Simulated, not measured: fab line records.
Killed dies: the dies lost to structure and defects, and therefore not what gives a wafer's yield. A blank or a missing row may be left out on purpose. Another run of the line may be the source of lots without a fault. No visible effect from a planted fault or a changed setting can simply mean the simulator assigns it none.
Which tool is to blame? || flow nandHarc || 18 wafers sampled from 6 lots at 1 step of a route of 1302

== WHAT THE GAUGES READ, wafer by wafer ==
NHARC_P_BONDPAD_CD_MEAS_09: the cd target is 500 nm.
{"lot": "L914", "measured": "day 8 00:33", "on": "cdSem-01", "cdNm (nm)": "501 500 498"}
{"lot": "L920", "measured": "day 10 12:14", "on": "cdSem-02", "cdNm (nm)": "495 501 503"}
{"lot": "L924", "measured": "day 11 19:58", "on": "cdSem-03", "cdNm (nm)": "504 498 505"}
{"lot": "L929", "measured": "day 14 04:49", "on": "cdSem-02", "cdNm (nm)": "507 504 503"}
{"lot": "L931", "measured": "day 14 21:17", "on": "cdSem-01", "cdNm (nm)": "501 503 503"}
{"lot": "L934", "measured": "day 16 00:25", "on": "cdSem-02", "cdNm (nm)": "500 502 502"}

== WHICH TOOL RAN EACH LOT (tool, then ch and the chambers of the sampled wafers, then the start) ==
No process step before these readings appears in the record.

== THE ANSWER, worked out from the rows above alone ==
Rule: usual is defined by the lots themselves. Put in order of their means at a reading, lots are off if they are a third of the lots or fewer, leave a main group of 4 or more, and stand apart from it by a gap of 3 or more times the standard deviation of the main group's means; of several such gaps the widest counts. A main group is skipped when, at the precision printed for the reading in the tables above, its means are all equal. A lot without any number at a reading at which 4 lots or more have one is off too. Where the step has rows for the other lots, those lots are counted as sound.
No lot is off on any of the readings shown, so nothing can be concluded from this.

== WHAT THE SIMULATOR PUT IN ==
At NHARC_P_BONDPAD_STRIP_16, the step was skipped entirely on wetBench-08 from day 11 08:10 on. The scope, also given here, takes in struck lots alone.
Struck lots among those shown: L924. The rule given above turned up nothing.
